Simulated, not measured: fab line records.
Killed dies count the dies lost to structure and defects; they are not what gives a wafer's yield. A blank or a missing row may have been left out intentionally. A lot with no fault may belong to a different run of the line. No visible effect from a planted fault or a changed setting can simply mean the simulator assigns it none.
The tool behind it: which one? || flow n5Finfet || 12 lots, 36 wafers sampled, at 3 steps of a route of 1938

## WHAT EACH GAUGE READ, for each wafer
N5_BEOL_M3_CD_MEAS_11: the cd target is 17.05 nm.
{"lot": "L075", "measured": "day 7 07:05", "on": "cdSem-02", "cdNm (nm)": "17.57 17.26 17.29"}
{"lot": "L077", "measured": "day 8 11:17", "on": "cdSem-02", "cdNm (nm)": "17.27 16.81 17.08"}
{"lot": "L079", "measured": "day 8 20:34", "on": "cdSem-01", "cdNm (nm)": "16.60 17.04 17.25"}
{"lot": "L082", "measured": "day 9 02:39", "on": "cdSem-03", "cdNm (nm)": "17.51 16.81 16.93"}
{"lot": "L085", "measured": "day 9 19:07", "on": "cdSem-01", "cdNm (nm)": "17.24 17.18 17.57"}
{"lot": "L084", "measured": "day 9 20:31", "on": "cdSem-03", "cdNm (nm)": "16.81 16.86 17.56"}
{"lot": "L088", "measured": "day 10 07:24", "on": "cdSem-02", "cdNm (nm)": "17.35 17.39 17.22"}
{"lot": "L089", "measured": "day 10 17:20", "on": "cdSem-02", "cdNm (nm)": "17.29 16.94 17.16"}
{"lot": "L091", "measured": "day 11 13:02", "on": "cdSem-01", "cdNm (nm)": "17.49 17.02 17.43"}
{"lot": "L092", "measured": "day 12 01:08", "on": "cdSem-02", "cdNm (nm)": "17.38 17.24 17.16"}
{"lot": "L095", "measured": "day 12 16:55", "on": "cdSem-03", "cdNm (nm)": "16.95 17.28 17.20"}
{"lot": "L097", "measured": "day 12 22:15", "on": "cdSem-03", "cdNm (nm)": "17.16 17.16 17.23"}

## WHAT TOOL EACH LOT RAN ON (gives the tool, then ch and the chambers of the sampled wafers, and finally the start)
{"lot": "L075", "N5_BEOL_M2_SURFACE_TREAT_85": "pvdSputter-03, day 7 03:25", "N5_BEOL_M2_ANNEAL_93": "pvdSputter-02, day 7 05:04"}
{"lot": "L077", "N5_BEOL_M2_SURFACE_TREAT_85": "pvdSputter-01, day 8 06:55", "N5_BEOL_M2_ANNEAL_93": "pvdSputter-01, day 8 08:32"}
{"lot": "L079", "N5_BEOL_M2_SURFACE_TREAT_85": "pvdSputter-03, day 8 16:54", "N5_BEOL_M2_ANNEAL_93": "pvdSputter-01, day 8 18:31"}
{"lot": "L082", "N5_BEOL_M2_SURFACE_TREAT_85": "pvdSputter-01, day 8 20:12", "N5_BEOL_M2_ANNEAL_93": "pvdSputter-03, day 8 22:26"}
{"lot": "L085", "N5_BEOL_M2_SURFACE_TREAT_85": "pvdSputter-01, day 9 13:20", "N5_BEOL_M2_ANNEAL_93": "pvdSputter-02, day 9 15:02"}
{"lot": "L084", "N5_BEOL_M2_SURFACE_TREAT_85": "pvdSputter-03, day 9 16:19", "N5_BEOL_M2_ANNEAL_93": "pvdSputter-03, day 9 17:56"}
{"lot": "L088", "N5_BEOL_M2_SURFACE_TREAT_85": "pvdSputter-03, day 10 01:40", "N5_BEOL_M2_ANNEAL_93": "pvdSputter-02, day 10 03:19"}
{"lot": "L089", "N5_BEOL_M2_SURFACE_TREAT_85": "pvdSputter-01, day 10 12:55", "N5_BEOL_M2_ANNEAL_93": "pvdSputter-02, day 10 14:39"}
{"lot": "L091", "N5_BEOL_M2_SURFACE_TREAT_85": "pvdSputter-03, day 11 07:20", "N5_BEOL_M2_ANNEAL_93": "pvdSputter-01, day 11 10:27"}
{"lot": "L092", "N5_BEOL_M2_SURFACE_TREAT_85": "pvdSputter-03, day 11 21:26", "N5_BEOL_M2_ANNEAL_93": "pvdSputter-01, day 11 23:04"}
{"lot": "L095", "N5_BEOL_M2_SURFACE_TREAT_85": "pvdSputter-02, day 12 12:28", "N5_BEOL_M2_ANNEAL_93": "pvdSputter-03, day 12 14:11"}
{"lot": "L097", "N5_BEOL_M2_SURFACE_TREAT_85": "pvdSputter-02, day 12 16:23", "N5_BEOL_M2_ANNEAL_93": "pvdSputter-03, day 12 18:16"}
- N5_BEOL_M2_SURFACE_TREAT_85
- N5_BEOL_M2_ANNEAL_93: time 240 s.

## THE ANSWER, worked out from the rows above alone
Rule: the usual values come from the lots themselves. The widest of any qualifying gaps counts: lots, ordered by their means at a reading, are off when they make up no more than a third of the lots, leave a main group of 4 or more, and stand apart from it by 3 or more times the standard deviation of that group's means. A main group is skipped when, at the precision printed for the reading in the tables above, its means are all equal. Also off: a lot with no number at a reading for which 4 or more lots have one. Any other lot the step has rows for is counted as sound.
No lot is off at any reading shown: from this, nothing can be told.

## WHAT WAS PUT IN BY THE SIMULATOR
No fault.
